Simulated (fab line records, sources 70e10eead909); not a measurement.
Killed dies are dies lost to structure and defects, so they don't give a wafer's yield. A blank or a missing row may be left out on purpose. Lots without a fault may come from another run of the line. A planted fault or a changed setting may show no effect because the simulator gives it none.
fab line records | flow nand_harc
record lots=24 wafers=72 last_day=33
route steps=1302 shown A_STAIRCASE@717
lots that met no fault: from a run of the same line without faults
start_h: hours from the record's first day to the start of the lot's first wafer shown | wait_h: hours since the lot's step before | " the same as in the row above | L1.1+2: a row that stands for several wafers | - no value, or no start given | * or withheld: withheld | < > ~ a bound
route shown NAME@n: a module of which the file shows steps, and the number in the route of the first | usual: mean/standard deviation of fault-free wafers | same: alike in all rows | chamber/n: place in a boat | sites: the reading at each site | _std_site: their standard deviation | _edge_site: outer sites' mean less inner sites' | radius_mm: how far each site lies from the wafer's centre | mask NAME#n: copy n | behind: the tool/chamber that last shaped the wafer | hold: why the lot was held/for how many hours/how that ended | device: the transistor (n, p or np) that didn't switch | end of line: the same wafers' tests at the end of the route | a step without rows: its recipe alone | killed: dies lost to structure and defects at the first sort, not the wafer's yield | map: a wafer's dies, x killed, . not, _ none there
set.NAME: the setting as run; set.NAME@STEP: as run at that earlier step | model.NAME: the simulator's own value behind a step, which no gauge read
steps of the route over a sample of lots; a table a step, a row a wafer
services: from which hour (start_h, from the record's first day; less than 0 if before it) a tool's chamber was out of use, for how many hours, and why
## steps
# step NHARC_A_STAIRCASE_ETCH_203
# recipe target_depth_a=1000 time_s=40.5 ion_energy_ev=400 c4f8_flow_sccm=20 o2_flow_sccm=10 ar_flow_sccm=withheld rf_w=600 bias_w=1000 chemistry=C4F8/O2
# usual oes_product_au=0.940/0.013 rf_vpp_V=895/4.1
# columns lot.wafer tool chamber start_h wait_h oes_product_au rf_hours_counter_h rf_vpp_V
L074.3 rie_diel-13 1 - - 0.928 1 891
L074.1 " 2 " " 0.939 1 895
L074.4 " 1 " " 0.929 - 889
L075.1 rie_diel-13 2 - - 0.959 5 896
L075.3 " 3 " " 0.942 5 899
L075.5 " 1 " " 0.939 - 891
L077.3 rie_diel-11 2 - - 0.934 40 899
L077.1 " 3 " " 0.963 42 887
L077.2 " 1 " " 0.934 42 896
L076.2 rie_diel-11 0 - - 0.937 44 893
L076.4 " 2 " " 0.948 40 899
L076.5 " 3 " " 0.965 - 888
L078.4 rie_diel-02 3 - - 0.944 1 894
L078.5 " 0 " " 0.935 - 898
L078.6 " 1 " " 0.934 - 899
L079.4 rie_diel-13 2 - - 0.966 20 895
L079.1 " 3 " " 0.960 15 898
L079.6 " 1 " " 0.931 - 892
L080.1 rie_diel-13 3 - - 0.935 19 897
L080.4 " 0 " " 0.942 14 903
L080.5 " 3 " " 0.934 - 897
L081.4 rie_diel-02 1 - - 0.937 8 898
L081.3 " 3 " " 0.936 10 893
L081.5 " 0 " " 0.941 - 898
L083.3 rie_diel-13 1 - - 0.959 32 891
L083.6 " 0 " " 0.953 - 902
L083.5 " 1 " " 0.945 - 891
L082.4 rie_diel-02 0 - - 0.939 15 898
L082.6 " 0 " " 0.928 - 896
L082.5 " 1 " " 0.935 - 900
L084.3 rie_diel-13 2 - - 0.959 37 896
L084.4 " 0 " " 0.941 28 901
L084.6 " 1 " " 0.947 - 890
L085.1 rie_diel-13 3 - - 0.926 33 898
L085.6 " 3 " " 0.939 - 898
L085.5 " 1 " " 0.931 - 891
L086.1 rie_diel-13 0 - - 0.944 29 901
L086.4 " 1 " " 0.920 45 890
L086.5 " 3 " " 0.957 - 898
L087.2 rie_diel-13 3 - - 0.942 38 898
L087.3 " 0 " " 0.929 32 901
L087.5 " 3 " " 0.943 - 898
L088.1 rie_diel-13 1 - - 0.938 53 890
L088.4 " 2 " " 0.962 51 895
L088.3 " 0 " " 0.945 36 901
L089.1 rie_diel-11 2 - - 0.936 28 896
L089.2 " 1 " " 0.952 30 897
L089.6 " 3 " " 0.942 - 887
L091.4 rie_diel-11 2 - - 0.945 33 898
L091.3 " 0 " " 0.932 30 891
L091.1 " 1 " " 0.954 34 896
L090.2 rie_diel-02 1 - - 0.934 38 897
L090.4 " 0 " " 0.939 40 897
L090.5 " 1 " " 0.930 - 898
L092.1 rie_diel-13 0 - - 0.908 5 901
L092.4 " 1 " " 0.930 - 889
L092.6 " 2 " " 0.920 - 896
L094.3 rie_diel-02 2 - - 0.934 52 894
L094.4 " 1 " " 0.942 - 898
L094.5 " 2 " " 0.945 - 893
L093.2 rie_diel-11 0 - - 0.919 42 890
L093.6 " 1 " " 0.928 - 898
L093.4 " 3 " " 0.947 - 887
L095.2 rie_diel-13 2 - - 0.948 15 895
L095.4 " 2 " " 0.940 - 894
L095.6 " 0 " " 0.923 - 899
L096.3 rie_diel-11 3 - - 0.919 54 886
L096.1 " 1 " " 0.932 58 896
L096.6 " 0 " " 0.907 - 890
L097.4 rie_diel-02 2 - - 0.950 5 894
L097.1 " 0 " " 0.959 7 897
L097.5 " 3 " " 0.942 - 893
# step NHARC_A_STAIRCASE_STRIP_205
# recipe power_w=1500 temp_c=250 chemistry=O2
# usual drypump_motor_current_A=5.6/0.64 heater_power_w=311/36 temp_c=249.97/0.2
# columns lot.wafer tool chamber start_h wait_h drypump_motor_current_A heater_power_w rf_hours_counter_h temp_c
L074.1 plasma_asher-01 1 356.81 0.1 6.2 357 1 250.04
L074.3 " 0 " " 6.3 331 - 250.24
L074.4 " 1 " " 6.2 355 - 250.09
L075.1 plasma_asher-02 0 371.30 0.1 4.7 283 15 249.82
L075.3 " 1 " " 5.6 283 - 250.00
L075.5 " 0 " " 4.7 291 - 250.03
L077.1 plasma_asher-02 0 389.74 0.1 4.7 279 18 249.43
L077.2 " 1 " " 5.6 287 18 249.99
L077.3 " 1 " " 5.6 274 - 250.02
L076.2 plasma_asher-01 0 390.04 0.1 6.3 341 8 250.31
L076.4 " 1 " " 6.2 366 - 250.31
L076.5 " 0 " " 6.3 348 - 250.24
L078.4 plasma_asher-01 1 405.23 0.2 6.2 362 - 250.18
L078.6 " 0 " " 6.3 336 - 249.89
L078.5 " 1 " " 6.2 356 - 250.11
L079.1 plasma_asher-01 0 411.51 0.1 6.3 332 11 250.07
L079.4 " 1 " " 6.1 354 - 250.01
L079.6 " 0 " " 6.3 343 - 250.41
L080.1 plasma_asher-01 1 425.66 0.1 6.2 365 15 250.16
L080.4 " 1 " " 6.1 361 - 250.04
L080.5 " 0 " " 6.2 343 - 250.07
L081.4 plasma_asher-01 1 426.92 0.2 6.2 364 - 249.60
L081.3 " 0 " " 6.3 340 - 249.80
L081.5 " 1 " " 6.1 353 - 249.69
L083.3 plasma_asher-01 1 440.98 0.2 6.2 363 - 250.24
L083.6 " 0 " " 6.2 346 - 249.97
L083.5 " 1 " " 6.2 365 - 250.19
L082.4 plasma_asher-02 0 441.43 0.2 4.7 272 - 249.76
L082.6 " 1 " " 5.6 290 - 249.92
L082.5 " 0 " " 4.7 283 - 249.58
L084.3 plasma_asher-02 0 460.90 0.2 4.7 275 - 250.00
L084.4 " 1 " " 5.6 282 - 249.75
L084.6 " 1 " " 5.6 282 - 249.88
L085.1 plasma_asher-02 1 467.74 0.1 5.6 281 34 249.90
L085.5 " 1 " " 5.6 286 - 249.81
L085.6 " 0 " " 4.7 283 - 249.73
L086.1 plasma_asher-01 0 482.02 0.1 6.2 343 30 250.13
L086.4 " 0 " " 6.2 338 - 250.48
L086.5 " 1 " " 6.1 366 - 249.68
L087.2 plasma_asher-02 0 495.23 0.1 4.7 277 2 249.81
L087.3 " 1 " " 5.6 269 - 249.93
L087.5 " 1 " " 5.6 275 - 249.78
L088.1 plasma_asher-02 0 513.58 0.1 4.7 276 6 249.73
L088.4 " 0 " " 4.7 279 - 249.55
L088.3 " 1 " " 5.6 277 - 250.32
L089.2 plasma_asher-01 1 514.54 0.1 6.1 356 36 250.21
L089.1 " 0 " " 6.3 350 36 250.02
L089.6 " 0 " " 6.3 342 - 250.16
L091.1 plasma_asher-02 1 525.10 0.1 5.6 275 10 250.15
L091.4 " 1 " " 5.6 278 - 249.79
L091.3 " 0 " " 4.7 278 - 250.20
L090.2 plasma_asher-02 1 526.05 0.1 5.6 281 10 250.19
L090.4 " 0 " " 4.7 271 - 250.05
L090.5 " 1 " " 5.6 274 - 250.09
L092.1 plasma_asher-02 0 551.96 0.1 4.7 275 15 250.20
L092.4 " 0 " " 4.7 278 - 250.07
L092.6 " 1 " " 5.6 285 - 250.07
L093.2 plasma_asher-02 1 559.76 0.1 5.6 274 16 250.01
L093.4 " 0 " " 4.7 278 - 249.91
L093.6 " 1 " " 5.6 280 - 249.96
L094.4 plasma_asher-01 0 559.80 0.2 6.3 347 - 249.79
L094.3 " 1 " " 6.2 337 - 249.92
L094.5 " 1 " " 6.2 346 - 249.86
L095.2 plasma_asher-02 1 577.67 0.1 5.6 278 20 249.74
L095.4 " 1 " " 5.6 276 - 249.85
L095.6 " 1 " " 5.6 272 - 249.75
L096.1 plasma_asher-02 0 592.29 0.1 4.7 273 23 249.98
L096.3 " 0 " " 4.7 273 - 249.88
L096.6 " 0 " " 4.7 277 - 250.11
L097.1 plasma_asher-01 1 597.41 0.1 6.2 342 12 249.93
L097.4 " 1 " " 6.2 342 - 250.07
L097.5 " 1 " " 6.1 343 - 250.26
# step NHARC_A_STAIRCASE_DESCUM_219
# recipe time_s=3 o2_flow_sccm=200 ar_flow_sccm=0 bias_power_w=0 chemistry=O2
# usual drypump_motor_current_A=5.7/0.52 oes_product_au=0.998/0.0093 rf_vpp_V=57.7/0.88 showerhead_plenum_p_Torr=1.90/0.057 throttle_valve_pct=11.311/0.009
# columns lot.wafer tool chamber start_h wait_h drypump_motor_current_A oes_product_au rf_hours_counter_h rf_vpp_V showerhead_plenum_p_Torr throttle_valve_pct
L074.1 rie_diel-11 2 358.35 - 5.6 1.000 29 59.7 1.96 11.315
L074.3 " 3 " " 6.1 1.017 32 59.0 1.79 11.296
L074.4 " 0 " " 6.5 0.992 32 58.1 1.85 11.296
L075.3 rie_diel-13 3 372.81 - 6.3 0.995 5 58.5 1.95 11.313
L075.1 " 0 " " 5.6 0.991 0 58.3 2.00 11.314
L075.5 " 0 " " 5.6 0.994 - 57.8 2.00 11.320
L077.3 rie_diel-13 0 391.13 - 5.6 1.008 1 58.1 2.00 11.310
L077.2 " 1 " " 5.6 0.999 12 57.5 1.82 11.298
L077.1 " 2 " " 5.0 1.018 12 57.2 1.90 11.302
L076.2 rie_diel-13 2 391.46 - 5.0 1.021 12 57.0 1.90 11.308
L076.4 " 0 " " 5.6 1.007 1 58.6 2.00 11.315
L076.5 " 3 " " 6.3 1.012 - 55.9 1.95 11.317
L078.4 rie_diel-11 0 406.52 - 6.5 1.002 - 56.9 1.85 11.319
L078.5 " 0 " " 6.5 1.004 - 58.2 1.85 11.302
L078.6 " 2 " " 5.6 1.005 - 58.0 1.95 11.314
L079.1 rie_diel-11 0 413.02 - 6.5 1.000 53 56.8 1.85 11.313
L079.4 " 2 " " 5.5 1.007 - 57.2 1.95 11.307
L079.6 " 2 " " 5.5 1.003 - 58.0 1.95 11.319
L080.4 rie_diel-13 3 427.13 - 6.3 0.991 19 57.6 1.94 11.308
L080.1 " 0 " " 5.6 0.998 14 57.3 2.00 11.310
L080.5 " 2 " " 5.0 1.025 - 57.0 1.90 11.320
L081.4 rie_diel-02 3 428.37 - 5.2 0.998 10 56.3 1.87 11.290
L081.3 " 0 " " 5.2 1.005 10 56.3 1.93 11.296
L081.5 " 3 " " 5.2 1.010 - 57.1 1.87 11.307
L083.3 rie_diel-11 0 442.24 - 6.5 0.992 0 59.8 1.84 11.325
L083.5 " 2 " " 5.6 1.002 - 58.4 1.95 11.317
L083.6 " 1 " " 5.7 0.996 - 58.1 1.92 11.306
L082.4 rie_diel-02 0 442.82 - 5.1 0.999 15 58.0 1.93 11.301
L082.6 " 0 " " 5.1 0.997 - 57.4 1.93 11.302
L082.5 " 1 " " 6.4 0.987 - 57.1 1.95 11.316
L084.4 rie_diel-11 2 462.26 - 5.5 1.001 10 58.4 1.95 11.312
L084.3 " 0 " " 6.5 0.981 8 57.0 1.84 11.315
L084.6 " 2 " " 5.5 0.986 - 57.8 1.95 11.318
L085.1 rie_diel-13 3 469.25 - 6.3 0.992 33 57.9 1.94 11.304
L085.6 " 3 " " 6.3 0.996 - 58.2 1.94 11.309
L085.5 " 2 " " 5.0 1.020 - 57.7 1.89 11.316
L086.1 rie_diel-02 0 483.53 - 5.1 1.003 28 57.0 1.92 11.324
L086.4 " 1 " " 6.3 0.989 25 57.9 1.95 11.322
L086.5 " 0 " " 5.1 0.995 - 56.2 1.92 11.310
L087.3 rie_diel-11 3 496.62 - 6.1 0.988 18 56.3 1.78 11.302
L087.2 " 0 " " 6.5 0.979 19 57.8 1.84 11.316
L087.5 " 1 " " 5.7 0.994 - 57.0 1.92 11.292
L088.1 rie_diel-02 0 514.97 - 5.1 0.991 36 57.3 1.92 11.317
L088.3 " 0 " " 5.1 0.992 - 58.2 1.92 11.311
L088.4 " 1 " " 6.3 0.979 - 57.7 1.95 11.309
L089.2 rie_diel-13 2 515.94 - 5.0 1.008 51 57.7 1.89 11.301
L089.1 " 0 " " 5.6 1.005 37 59.3 1.99 11.310
L089.6 " 1 " " 5.6 0.987 - 57.0 1.81 11.315
L091.1 rie_diel-02 0 526.72 - 5.1 1.006 40 57.0 1.92 11.309
L091.3 " 1 " " 6.3 0.994 38 56.2 1.95 11.322
L091.4 " 2 " " 6.3 0.997 38 56.8 1.88 11.319
L090.4 rie_diel-11 3 527.58 - 6.1 0.988 31 57.3 1.78 11.315
L090.2 " 1 " " 5.7 1.000 35 59.2 1.91 11.309
L090.5 " 0 " " 6.5 0.980 - 57.5 1.83 11.317
L092.1 rie_diel-02 1 553.50 - 6.4 0.994 50 57.9 1.94 11.323
L092.6 " 1 " " 6.3 0.995 - 56.2 1.94 11.333
L092.4 " 2 " " 6.3 1.009 - 55.7 1.87 11.317
L094.3 rie_diel-13 0 561.09 - 5.6 0.985 8 56.5 1.99 11.318
L094.4 " 0 " " 5.6 0.983 - 58.0 1.99 11.307
L094.5 " 2 " " 5.0 1.001 - 57.0 1.89 11.319
L093.2 rie_diel-02 3 561.31 - 5.2 0.998 51 57.6 1.86 11.302
L093.4 " 0 " " 5.1 0.992 54 57.0 1.91 11.314
L093.6 " 2 " " 6.3 0.993 - 58.3 1.87 11.308
L095.2 rie_diel-02 1 579.87 - 6.3 1.004 0 57.7 1.94 11.315
L095.4 " 3 " " 5.2 1.000 0 58.4 1.86 11.304
L095.6 " 2 " " 6.3 1.008 - 58.6 1.87 11.317
L096.3 rie_diel-13 2 593.81 - 5.0 0.995 25 57.5 1.88 11.313
L096.1 " 0 " " 5.6 0.984 22 57.7 1.98 11.314
L096.6 " 2 " " 5.0 0.985 - 57.7 1.88 11.304
L097.1 rie_diel-13 1 598.93 - 5.6 0.998 26 58.4 1.80 11.313
L097.4 " 1 " " 5.6 0.994 - 56.9 1.80 11.308
L097.5 " 2 " " 5.0 1.001 - 57.4 1.88 11.319
# step NHARC_A_STAIRCASE_ETCH_230
# recipe target_depth_a=1000 time_s=40.5 ion_energy_ev=400 c4f8_flow_sccm=20 o2_flow_sccm=10 ar_flow_sccm=withheld rf_w=600 bias_w=1000 chemistry=C4F8/O2
# usual oes_product_au=0.946/0.017 rf_vpp_V=895/4
# columns lot.wafer tool chamber start_h wait_h oes_product_au rf_hours_counter_h rf_vpp_V
L074.1 rie_diel-13 1 - - 0.952 1 890
L074.3 " 2 " " 0.973 1 896
L074.4 " 2 " " 0.973 - 895
L075.1 rie_diel-11 0 - - 0.945 38 893
L075.3 " 1 " " 0.969 36 897
L075.5 " 0 " " 0.959 - 891
L077.2 rie_diel-11 2 - - 0.976 41 900
L077.3 " 3 " " 1.008 42 888
L077.1 " 1 " " 0.960 43 897
L076.2 rie_diel-13 1 - - 0.929 13 889
L076.4 " 3 " " 0.965 13 897
L076.5 " 1 " " 0.932 - 891
L078.6 rie_diel-13 0 - - 0.918 - 901
L078.5 " 1 " " 0.923 - 890
L078.4 " 2 " " 0.933 - 896
L079.1 rie_diel-11 2 415.08 0.3 0.948 49 899
L079.4 " 0 " " 0.958 - 891
L079.6 " 2 " " 0.952 - 897
L080.4 rie_diel-13 0 - - 0.942 14 900
L080.1 " 1 " " 0.919 27 890
L080.5 " 2 " " 0.944 - 895
L081.4 rie_diel-11 0 429.82 0.2 0.947 - 891
L081.3 " 2 " " 0.948 - 896
L081.5 " 0 " " 0.952 - 891
L083.3 rie_diel-11 2 - - 0.936 1 897
L083.6 " 0 " " 0.919 - 894
L083.5 " 2 " " 0.939 - 898
L082.4 rie_diel-02 3 - - 0.947 14 893
L082.6 " 1 " " 0.946 - 898
L082.5 " 2 " " 0.962 - 894
L084.3 rie_diel-13 2 - - 0.996 38 896
L084.4 " 1 " " 0.952 - 889
L084.6 " 3 " " 0.950 - 897
L085.1 rie_diel-13 2 - - 0.968 41 895
L085.5 " 3 " " 0.936 - 897
L085.6 " 1 " " 0.931 - 889
L086.4 rie_diel-11 1 - - 0.963 20 897
L086.1 " 2 " " 0.936 19 899
L086.5 " 2 " " 0.952 - 899
L087.3 rie_diel-13 3 - - 0.948 39 897
L087.2 " 1 " " 0.961 50 889
L087.5 " 3 " " 0.958 - 898
L088.1 rie_diel-02 1 - - 0.940 35 897
L088.4 " 3 " " 0.944 37 892
L088.3 " 0 " " 0.943 37 898
L089.1 rie_diel-13 2 - - 0.957 52 894
L089.2 " 3 " " 0.932 46 897
L089.6 " 2 " " 0.954 - 895
L090.2 rie_diel-11 2 - - 0.954 35 897
L090.4 " 3 " " 0.953 31 886
L090.5 " 1 " " 0.950 - 895
L091.1 rie_diel-02 0 - - 0.938 42 898
L091.3 " 1 " " 0.942 40 898
L091.4 " 2 " " 0.950 39 894
L092.1 rie_diel-13 2 - - 0.933 6 896
L092.6 " 2 " " 0.940 - 894
L092.4 " 1 " " 0.938 - 890
L094.3 rie_diel-11 3 - - 0.965 42 885
L094.4 " 3 " " 0.956 - 887
L094.5 " 0 " " 0.939 - 889
L093.2 rie_diel-13 2 - - 0.926 9 894
L093.6 " 2 " " 0.930 - 896
L093.4 " 0 " " 0.921 - 900
L095.2 rie_diel-11 1 - - 0.935 52 895
L095.4 " 0 " " 0.925 48 892
L095.6 " 1 " " 0.938 - 895
L096.3 rie_diel-13 2 - - 0.941 26 892
L096.1 " 0 " " 0.928 23 901
L096.6 " 1 " " 0.938 - 889
L097.1 rie_diel-13 2 - - 0.943 27 894
L097.5 " 0 " " 0.934 - 900
L097.4 " 1 " " 0.942 - 889
# step NHARC_A_STAIRCASE_ETCH_236
# recipe target_depth_a=1000 time_s=40.5 ion_energy_ev=400 c4f8_flow_sccm=20 o2_flow_sccm=10 ar_flow_sccm=withheld rf_w=600 bias_w=1000 chemistry=C4F8/O2
# usual oes_product_au=0.940/0.012 rf_vpp_V=895/4.1
# columns lot.wafer tool chamber start_h wait_h oes_product_au rf_hours_counter_h rf_vpp_V
L074.3 rie_diel-13 1 - - 0.937 2 890
L074.1 " 2 " " 0.952 2 896
L074.4 " 2 " " 0.951 - 897
L075.1 rie_diel-11 3 - - 0.967 37 888
L075.3 " 0 " " 0.946 39 892
L075.5 " 2 " " 0.940 - 900
L077.1 rie_diel-11 3 - - 0.960 43 889
L077.3 " 0 " " 0.933 45 891
L077.2 " 1 " " 0.949 43 897
L076.4 rie_diel-13 0 - - 0.941 2 903
L076.2 " 2 " " 0.951 14 895
L076.5 " 0 " " 0.953 - 902
L078.5 rie_diel-13 0 - - 0.948 - 901
L078.4 " 1 " " 0.944 - 890
L078.6 " 2 " " 0.955 - 895
L079.1 rie_diel-11 2 - - 0.933 50 900
L079.4 " 0 " " 0.932 - 893
L079.6 " 0 " " 0.933 - 892
L080.4 rie_diel-13 1 - - 0.928 27 891
L080.1 " 2 " " 0.956 26 896
L080.5 " 1 " " 0.937 - 890
L081.4 rie_diel-11 2 - - 0.937 - 899
L081.3 " 0 " " 0.934 - 892
L081.5 " 0 " " 0.924 - 893
L083.3 rie_diel-11 0 - - 0.934 1 891
L083.6 " 1 " " 0.940 - 898
L083.5 " 0 " " 0.936 - 892
L082.4 rie_diel-02 0 - - 0.948 16 897
L082.6 " 3 " " 0.947 - 894
L082.5 " 0 " " 0.934 - 897
L084.3 rie_diel-13 1 - - 0.937 42 890
L084.6 " 1 " " 0.935 - 889
L084.4 " 3 " " 0.937 - 899
L085.1 rie_diel-13 1 - - 0.933 44 890
L085.5 " 1 " " 0.929 - 889
L085.6 " 3 " " 0.946 - 899
L086.4 rie_diel-11 2 - - 0.947 20 899
L086.1 " 3 " " 0.943 14 890
L086.5 " 2 " " 0.931 - 897
L087.2 rie_diel-13 1 - - 0.938 50 889
L087.3 " 2 " " 0.959 46 894
L087.5 " 3 " " 0.948 - 898
L088.3 rie_diel-02 2 - - 0.955 35 894
L088.1 " 3 " " 0.946 37 892
L088.4 " 0 " " 0.943 37 899
L089.2 rie_diel-13 2 - - 0.965 52 895
L089.1 " 3 " " 0.951 46 898
L089.6 " 1 " " 0.943 - 889
L090.4 rie_diel-11 2 - - 0.928 36 897
L090.2 " 3 " " 0.928 31 889
L090.5 " 2 " " 0.920 - 900
L091.3 rie_diel-02 1 - - 0.947 41 896
L091.4 " 2 " " 0.955 39 894
L091.1 " 3 " " 0.934 42 894
L092.1 rie_diel-13 2 - - 0.927 7 895
L092.6 " 0 " " 0.910 - 901
L092.4 " 1 " " 0.931 - 890
L094.3 rie_diel-11 3 - - 0.940 42 887
L094.4 " 3 " " 0.936 - 887
L094.5 " 0 " " 0.939 - 890
L093.2 rie_diel-13 0 - - 0.916 9 901
L093.4 " 1 " " 0.932 - 890
L093.6 " 2 " " 0.933 - 895
L095.4 rie_diel-11 1 - - 0.948 53 895
L095.2 " 2 " " 0.945 53 897
L095.6 " 3 " " 0.931 - 887
L096.3 rie_diel-13 0 - - 0.936 23 900
L096.1 " 2 " " 0.947 26 895
L096.6 " 1 " " 0.940 - 889
L097.1 rie_diel-13 1 - - 0.914 27 889
L097.5 " 1 " " 0.920 - 888
L097.4 " 2 " " 0.926 - 896
# step NHARC_A_STAIRCASE_ETCH_451
# recipe target_depth_a=300 overetch_a=30 time_s=16.5 ion_energy_ev=100 cf4_flow_sccm=80 o2_flow_sccm=20 ar_flow_sccm=0 rf_w=300 bias_w=100 chemistry=CF4/O2
# usual drypump_motor_current_A=5.7/0.51 oes_o_777_au=1.000/0.0043 oes_product_au=0.999/0.01 rf_vpp_V=197.4/1.2 showerhead_plenum_p_Torr=1.32/0.042 throttle_valve_pct=13.398/0.0094
# columns lot.wafer tool chamber start_h wait_h drypump_motor_current_A oes_o_777_au oes_product_au rf_hours_counter_h rf_vpp_V showerhead_plenum_p_Torr throttle_valve_pct
L074.4 rie_diel-02 2 - - 6.3 0.995 0.996 48 196.6 1.32 13.407
L074.3 " 3 " " 5.2 1.000 0.995 39 197.3 1.31 13.409
L074.1 " 0 " " 5.1 0.999 1.005 44 199.2 1.35 13.394
L075.3 rie_diel-11 3 - - 6.1 0.994 1.012 38 196.6 1.25 13.407
L075.1 " 2 " " 5.6 1.001 1.000 37 197.6 1.36 13.377
L075.5 " 3 " " 6.1 1.001 1.014 - 195.8 1.25 13.384
L077.1 rie_diel-11 0 - - 6.5 0.992 0.999 47 196.1 1.29 13.396
L077.2 " 2 " " 5.6 1.000 0.996 42 197.0 1.36 13.395
L077.3 " 3 " " 6.1 1.000 1.023 44 195.3 1.25 13.412
L076.2 rie_diel-11 0 - - 6.5 0.998 0.997 48 196.4 1.29 13.391
L076.5 " 3 " " 6.1 0.998 1.026 - 196.6 1.25 13.406
L076.4 " 2 " " 5.5 0.991 1.012 - 196.8 1.36 13.391
L078.4 rie_diel-13 0 - - 5.6 0.998 1.000 9 198.9 1.39 13.412
L078.5 " 0 " " 5.6 0.996 1.003 - 199.6 1.39 13.410
L078.6 " 1 " " 5.6 0.996 0.989 - 194.9 1.27 13.392
L079.1 rie_diel-02 0 - - 5.1 0.999 1.002 8 196.6 1.35 13.406
L079.4 " 1 " " 6.3 0.997 0.993 6 197.6 1.36 13.389
L079.6 " 1 " " 6.3 0.998 0.993 - 198.5 1.36 13.396
L080.4 rie_diel-13 2 - - 5.0 1.002 1.017 28 197.6 1.32 13.392
L080.1 " 0 " " 5.6 1.003 0.997 17 199.2 1.39 13.411
L080.5 " 2 " " 5.0 0.997 1.016 - 197.7 1.32 13.399
L081.3 rie_diel-02 2 - - 6.3 1.000 0.996 10 197.2 1.32 13.431
L081.4 " 3 " " 5.2 1.002 0.989 12 195.0 1.31 13.385
L081.5 " 0 " " 5.1 0.997 0.999 - 197.2 1.35 13.400
L083.3 rie_diel-13 1 - - 5.6 1.001 0.991 38 195.7 1.27 13.390
L083.5 " 3 " " 6.3 0.996 1.002 - 196.3 1.35 13.392
L083.6 " 0 " " 5.6 0.985 0.994 - 197.5 1.39 13.396
L082.4 rie_diel-02 3 - - 5.2 0.999 0.990 15 197.3 1.31 13.393
L082.6 " 3 " " 5.2 1.011 0.994 - 198.2 1.31 13.405
L082.5 " 0 " " 5.1 0.998 0.994 - 197.8 1.34 13.397
L084.3 rie_diel-02 3 - - 5.2 1.000 1.009 23 197.2 1.30 13.399
L084.4 " 0 " " 5.1 1.000 1.007 24 199.3 1.34 13.392
L084.6 " 0 " " 5.1 0.993 0.994 - 198.8 1.34 13.396
L085.1 rie_diel-02 3 - - 5.2 1.002 1.003 25 197.0 1.30 13.416
L085.6 " 2 " " 6.3 1.003 1.004 - 197.6 1.31 13.418
L085.5 " 3 " " 5.2 1.003 1.009 - 196.9 1.30 13.396
L086.1 rie_diel-13 1 - - 5.6 1.002 0.991 48 196.9 1.27 13.382
L086.4 " 3 " " 6.3 0.998 0.993 38 199.1 1.35 13.399
L086.5 " 1 " " 5.6 0.988 0.992 - 197.9 1.27 13.403
L087.2 rie_diel-11 1 506.09 0.1 5.6 1.002 0.997 26 197.8 1.34 13.396
L087.3 " 2 " " 5.5 0.991 0.993 25 197.8 1.35 13.401
L087.5 " 0 " " 6.5 1.003 0.986 - 197.8 1.28 13.393
L088.1 rie_diel-11 2 - - 5.5 1.002 0.991 33 198.1 1.35 13.398
L088.4 " 3 " " 6.1 1.011 0.999 30 196.7 1.25 13.404
L088.3 " 1 " " 5.7 1.001 1.001 34 196.3 1.34 13.406
L089.1 rie_diel-02 0 - - 5.1 1.004 1.001 40 197.2 1.34 13.384
L089.2 " 1 " " 6.3 0.990 0.998 38 198.1 1.36 13.384
L089.6 " 0 " " 5.1 0.994 0.995 - 197.6 1.34 13.401
L090.2 rie_diel-02 3 - - 5.2 0.997 1.004 46 198.2 1.30 13.400
L090.4 " 2 " " 6.3 0.998 1.002 43 196.8 1.31 13.395
L090.5 " 3 " " 5.2 0.998 0.988 - 197.3 1.30 13.400
L091.4 rie_diel-13 0 - - 5.6 1.002 0.984 2 199.1 1.39 13.392
L091.1 " 2 " " 5.0 1.000 1.008 1 198.6 1.32 13.398
L091.3 " 3 " " 6.3 0.997 0.992 1 198.3 1.35 13.400
L092.1 rie_diel-13 1 - - 5.6 1.004 0.988 9 198.0 1.26 13.408
L092.4 " 2 " " 5.0 0.997 0.996 - 197.7 1.32 13.395
L092.6 " 2 " " 5.0 1.003 0.997 - 196.7 1.32 13.397
L094.4 rie_diel-11 0 - - 6.4 0.998 0.971 44 195.5 1.28 13.402
L094.3 " 1 " " 5.6 0.996 0.990 48 198.9 1.33 13.410
L094.5 " 3 " " 6.1 1.000 0.992 - 195.1 1.24 13.385
L093.2 rie_diel-13 2 - - 5.0 1.001 0.995 13 196.7 1.32 13.405
L093.4 " 1 " " 5.6 1.004 0.998 - 197.6 1.26 13.394
L093.6 " 2 " " 5.0 1.000 0.994 - 198.3 1.32 13.405
L095.2 rie_diel-11 2 - - 5.6 0.998 0.995 56 198.7 1.35 13.390
L095.4 " 1 " " 5.7 0.993 0.996 56 196.0 1.33 13.390
L095.6 " 3 " " 6.1 0.993 0.995 - 195.9 1.24 13.389
L096.1 rie_diel-11 1 - - 5.6 0.994 1.002 61 198.6 1.33 13.391
L096.3 " 2 " " 5.6 1.007 0.993 61 197.3 1.35 13.399
L096.6 " 2 " " 5.6 1.000 1.003 - 198.1 1.35 13.409
L097.1 rie_diel-02 0 - - 5.1 0.999 1.016 9 197.9 1.33 13.402
L097.4 " 1 " " 6.3 1.007 1.018 10 198.7 1.35 13.416
L097.5 " 2 " " 6.3 1.007 1.015 - 197.8 1.30 13.393
## services
# columns tool chamber start_h hours kind
rie_diel-13 3 333.58 4.0 repair
rie_diel-13 2 335.48 6.1 repair
rie_diel-13 0 340.89 31.2 repair
plasma_asher-01 - 342.00 9.0 pm
rie_diel-13 - 345.91 9.0 pm
rie_diel-13 1 345.91 9.0 vent_cycle
rie_diel-13 2 345.91 9.0 vent_cycle
rie_diel-13 3 345.91 9.0 vent_cycle
rie_diel-13 1 354.91 - clean
rie_diel-13 2 354.91 - clean
rie_diel-13 0 377.43 11.2 repair
rie_diel-02 - 393.87 9.0 pm
rie_diel-11 1 399.63 34.1 repair
rie_diel-11 3 405.17 43.9 repair
rie_diel-11 - 432.79 9.0 pm
plasma_asher-02 - 469.29 9.0 pm
rie_diel-11 0 469.56 11.5 repair
rie_diel-02 3 511.41 3.6 repair
plasma_asher-01 - 519.19 9.0 pm
rie_diel-13 - 522.91 9.0 pm
rie_diel-13 3 546.24 106.8 repair
rie_diel-13 0 566.03 6.0 repair
rie_diel-02 - 570.87 9.0 pm
plasma_asher-01 - 587.98 2.5 repair
## key
fault none
